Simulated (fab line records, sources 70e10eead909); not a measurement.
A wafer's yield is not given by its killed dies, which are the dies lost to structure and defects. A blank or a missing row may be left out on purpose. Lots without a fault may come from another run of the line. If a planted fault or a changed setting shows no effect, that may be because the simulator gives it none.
Which tool was responsible? -- flow nandHarc -- 20 wafers from 7 lots sampled at 3 of the route's 1302 steps

WHAT THE GAUGES SHOWED, per wafer
NHARC_P_CONTACT_OVL_MEAS_13.
lot,measured,on,overlayXNm (nm)
L900,day 6 23:19,overlay-01,1.3 1.2 1.3
L903,day 8 07:44,overlay-02,-1.4 -1.3 -1.7
L904,day 8 22:47,overlay-02,0.3 0.6 1.0
L908,day 10 16:53,overlay-02,0.0 0.2 -0.2
L911,day 12 03:49,overlay-01,-1.0 -0.3 -0.8
L918,day 14 13:05,overlay-01,1.7 0.9
L920,day 15 14:02,overlay-01,-1.3 -0.9 -0.9

WHAT TOOL EACH LOT RAN ON (gives the tool, then ch and the chambers of the sampled wafers, and finally the start)
lot,NHARC_P_GATE_STRIP_112,NHARC_P_GATE_RTA_80
L900,"plasmaAsher-02 ch 0,1, day 6 17:21","rtpAnneal-01 ch 0, day 6 21:06"
L903,"plasmaAsher-02 ch 0,1, day 8 01:46","rtpAnneal-01 ch 0, day 8 05:23"
L904,"plasmaAsher-02 ch 0,1, day 8 16:53","rtpAnneal-02 ch 0, day 8 20:29"
L908,"plasmaAsher-02 ch 0,1, day 10 10:56","rtpAnneal-02 ch 0, day 10 14:30"
L911,"plasmaAsher-01 ch 0,1, day 11 21:50","rtpAnneal-01 ch 0, day 12 01:26"
L918,"plasmaAsher-01 ch 0,1, day 14 07:19","rtpAnneal-02 ch 0, day 14 10:56"
L920,"plasmaAsher-02 ch 0,1, day 15 08:01","rtpAnneal-02 ch 0, day 15 11:49"
- NHARC_P_GATE_STRIP_112: strips in N2/H2, time 200 s.
- NHARC_P_GATE_RTA_80: time 30 s.

THE ANSWER, worked out from the rows above alone
Rule: the lots themselves supply what counts as usual. The widest of any qualifying gaps counts: lots, ordered by their means at a reading, are off when they make up no more than a third of the lots, leave a main group of 4 or more, and stand apart from it by 3 or more times the standard deviation of that group's means. If all means in a main group match to the digits the tables above print for the reading, that group is not used. A lot without any number at a reading at which 4 lots or more have one is off too. All remaining lots with rows at the step are treated as sound.
No lot is off at any reading shown: from this, nothing can be told.

WHAT THE SIMULATOR HAD PUT IN
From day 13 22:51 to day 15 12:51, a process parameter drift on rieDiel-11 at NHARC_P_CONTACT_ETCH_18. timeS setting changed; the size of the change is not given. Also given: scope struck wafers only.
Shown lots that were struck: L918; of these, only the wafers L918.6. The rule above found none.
